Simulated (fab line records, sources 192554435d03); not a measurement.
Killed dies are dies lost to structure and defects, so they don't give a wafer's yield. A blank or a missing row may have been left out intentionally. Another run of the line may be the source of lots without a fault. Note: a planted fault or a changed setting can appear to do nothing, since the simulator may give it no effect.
Chamber matching | flow n5Finfet | aldSin-03 running N5_BEOL_M0_SAQP_SPACER2_ALD_26: 4 sister chambers
The step deposits SiO2, target thk 15 nm, pulse time 1 s, purge time 2 s. 8 wafers are shown with their chamber, then 11 later ones without.

## WAFERS WITH THEIR CHAMBER
wafer  | chamber | heaterPowerW (W) | precursorPulseHeightRel
L079.3 | 0       | 536              | 0.996
L080.2 | 2       | 531              | 0.965
L080.3 | 3       | 503              | 1.012
L080.6 | 1       | 421              | 1.015
L082.1 | 2       | 528              | 1.004
L082.4 | 3       | 508              | 0.989
L082.5 | 0       | 528              | 0.990
L086.1 | 1       | 429              | 0.986

## WAFERS WHOSE CHAMBER IS MISSING
wafer  | heaterPowerW (W) | precursorPulseHeightRel
L086.2 | 517              | 1.020
L086.4 | 508              | 0.996
L087.2 | 508              | 1.025
L087.4 | 528              | 0.983
L087.5 | 521              | 0.996
L093.3 | 536              | 0.986
L093.4 | 418              | 0.993
L093.6 | 430              | 1.010
L097.1 | 522              | 0.998
L097.2 | 501              | 1.023
L097.5 | 520              | 0.978

## THE CHAMBER EACH PASSED THROUGH
wafer  | from the rows above          | in truth
L086.2 | can't be placed: 3 or 2 or 0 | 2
L086.4 | 3                            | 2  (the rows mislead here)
L087.2 | 3                            | 3
L087.4 | can't be placed: 2 or 0      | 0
L087.5 | can't be placed: 2 or 0 or 3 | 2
L093.3 | can't be placed: 0 or 2      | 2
L093.4 | 1                            | 1
L093.6 | 1                            | 1
L097.1 | can't be placed: 2 or 0 or 3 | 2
L097.2 | 3                            | 3
L097.5 | can't be placed: 2 or 0 or 3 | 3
4 of 11 placed correctly. Unplaceable from these rows: 6, with the true chamber sitting among the candidates in 6. Placed wrongly: 1.
How it was worked out, from the rows above alone: a wafer's distance from a chamber is the root of the sum, over the readings, of the square of ((its reading less the chamber's mean) divided by the reading's scatter). If the next closest chamber is less than 2 further off than the closest, the wafer can't be placed; otherwise it belongs to the closest. The mean given for a chamber averages the wafers shown for that chamber. The scatter: the root of (the sum of the squares of (reading less its chamber's mean) over the shown wafers, divided by (wafers less chambers)).
